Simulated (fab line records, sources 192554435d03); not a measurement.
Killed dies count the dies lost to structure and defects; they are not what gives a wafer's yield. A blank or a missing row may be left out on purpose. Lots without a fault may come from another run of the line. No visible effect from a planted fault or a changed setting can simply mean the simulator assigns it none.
A struck lot beside a sound one ; flow n5_finfet ; 37 steps out of a route of 1938
Sound: wafers L733.1, L733.2, L733.4. Wafers struck: L717.2, L717.4, L717.6. The cause comes at the end.
Each step with rows lists, per side, the tool, then ch with its chambers, then its first start. Under that, the readings that differ: sound wafers ; struck wafers ; difference of the means ; sigmas: that difference in standard deviations of wafers without a fault.
alike: words and numbers the same on both sides, and readings whose means are apart by under 2 such deviations; not compared: readings that were withheld, readings missing a value for some wafer, numbers with overlapping values and no deviation given by the record, and bounds like >300 which may hide the same value.
Wherever a step has rows on one side only, a row that says differs or no value, or a row with sigmas, the two part there. Numbers that don't overlap but have no deviation are shown without sigmas and don't part them. A reading that every wafer of one side lacks parts them only if that side has two wafers or more.

first, 9 steps without rows for these wafers: N5_WELL_APT_DESCUM_30 (chemistry O2, time 7.9 s); N5_WELL_APT_IMPLANT_31; N5_WELL_APT_IMPLANT_32; N5_WELL_APT_STRIP_33 (strips in SPM, time 900 s); N5_WELL_APT_RTA_34 (time 10 s); N5_WELL_APT_OXIDE_STRIP_42 (strips SiO2 in dHF, time 45 s, target depth 12 nm); N5_WELL_APT_PRECLEAN_36 (cleans in O3/DIW, time 45 s); N5_WELL_APT_PRECLEAN_39 (cleans in dHF, time 60 s); N5_WELL_APT_SRD_37 (time 30 s).
N5_WELL_APT_EPI_41: deposits Si from SiH4/H2, target thk 50 nm, time 297.7 s.
  sound on epi_rpcvd-01 ch 0, day 6 10:03; struck on epi_rpcvd-01 ch 0, day 2 10:38
reading;sound;struck;difference;sigmas
model.Si_of_WELL_APT_EPI_41.thk_nm (nm);50.32 49.93 50.17;57.37 57.23 57.38;+7.19;
  alike: throttle_valve_pct
then, 24 steps without rows for these wafers: N5_PMOS_HMC_CHANNEL_EPI_HM_DEP_34 (deposits SiO2 from TEOS/O2, target thk 36 nm, time 6.9 s); N5_PMOS_HMC_CHANNEL_EPI_COAT_31 (time 60 s, resist thk 66 nm); N5_PMOS_HMC_CHANNEL_EPI_COAT_03 (resist thk 205 nm); N5_PMOS_HMC_CHANNEL_EPI_EBR_05; N5_PMOS_HMC_CHANNEL_EPI_SOFTBAKE_04 (time 60 s); N5_PMOS_HMC_CHANNEL_EPI_EXPOSE_06 (exposes mask PMOS HMC BLK, target cd 240 nm); N5_PMOS_HMC_CHANNEL_EPI_PEB_07 (peb time 60 s); N5_PMOS_HMC_CHANNEL_EPI_DEVELOP_08 (develop time 30 s); N5_PMOS_HMC_CHANNEL_EPI_DESCUM_14 (chemistry O2, time 7.9 s); N5_PMOS_HMC_CHANNEL_EPI_ETCH_32 (etches BARC in N2/H2, stops on SiO2, target depth 85.8 nm, time 50.3 s); N5_PMOS_HMC_CHANNEL_EPI_HM_OPEN_15 (chemistry CHF3/O2, target SiO2, target depth 40.6 nm, time 20.3 s); N5_PMOS_HMC_CHANNEL_EPI_STRIP_33 (strips in N2/H2); N5_PMOS_HMC_CHANNEL_EPI_STRIP_17 (strips in SPM, time 750 s); N5_PMOS_HMC_CHANNEL_EPI_ETCH_38 (etches SiO2 in CF4, target depth 1.5 nm); N5_PMOS_HMC_CHANNEL_EPI_FIN_RECESS_16 (chemistry HBr/Cl2, target Si, target depth 54 nm, time 18 s); N5_PMOS_HMC_CHANNEL_EPI_PRECLEAN_36 (cleans in O3/DIW, time 45 s); N5_PMOS_HMC_CHANNEL_EPI_PRECLEAN_18 (cleans in DHF, time 30 s); N5_PMOS_HMC_CHANNEL_EPI_SRD_19 (time 30 s); N5_PMOS_HMC_CHANNEL_EPI_EPI_20 (deposits SiGe30, target thk 59 nm); N5_PMOS_HMC_CHANNEL_EPI_HM_STRIP_35 (strips SiO2 in dHF, material SiO2, target depth 39.6 nm, time 216 s); N5_PMOS_HMC_CHANNEL_EPI_SRD_39 (time 30 s); N5_PMOS_HMC_CHANNEL_EPI_CMP_21 (polishes SiGe30, target thk 54 nm); N5_PMOS_HMC_CHANNEL_EPI_PRECLEAN_40 (cleans in DHF, time 30 s); N5_PMOS_HMC_CHANNEL_EPI_PRECLEAN_37 (cleans in O3/DIW, time 45 s).
N5_SD_EPI_N_STRIP_18: strips in SPM, time 750 s.
  sound on wet_bench-02 ch 1,5,6, day 7 20:29; struck on wet_bench-03 ch 1,3,4, day 3 20:28
reading;sound;struck;difference;sigmas
model.Si_of_WELL_APT_EPI_41.thk_nm (nm);9.8 8.2 7.8;15.6 16.2 16;+7.3;
-- here the record skips 5 days between the struck wafers' starts before and after, leaving off in module SD_EPI_N and picking up in module BEOL_M4 (first step shown: number 1111 of the route) --
N5_BEOL_M4_RC_MEAS_101:
  sound on prober-01 ch 0, day 13 01:18; struck on prober-02 ch 0, day 9 00:23
reading;sound;struck;difference;sigmas
CJ_N;4.21 4.38 4.43;3.40 3.29 3.35;-0.99;-12
RS_PWELL (ohm/sq);3042 3031 3041;2890 2885 2887;-151;-6
  alike: DIBL_N, DIBL_P, IOFF_N, IOFF_P, ION_N, ION_P, SS_N, SS_P, VT_N, VT_P
-- record jumps: 5 days separate the struck wafers' starts on either side; left off in module BEOL_M4, taken up again in module PASSIVATION, whose first shown step is the route's number 1936 --
N5_PASSIVATION_PROBE_49:
  record: rows for the struck wafers here (prober-02, day 13 15:51), none for the sound ones

== WHERE THEY PART ==
Earliest at N5_BEOL_M4_RC_MEAS_101; latest, in this record, at N5_PASSIVATION_PROBE_49.

WHY: what had been put in by the simulator
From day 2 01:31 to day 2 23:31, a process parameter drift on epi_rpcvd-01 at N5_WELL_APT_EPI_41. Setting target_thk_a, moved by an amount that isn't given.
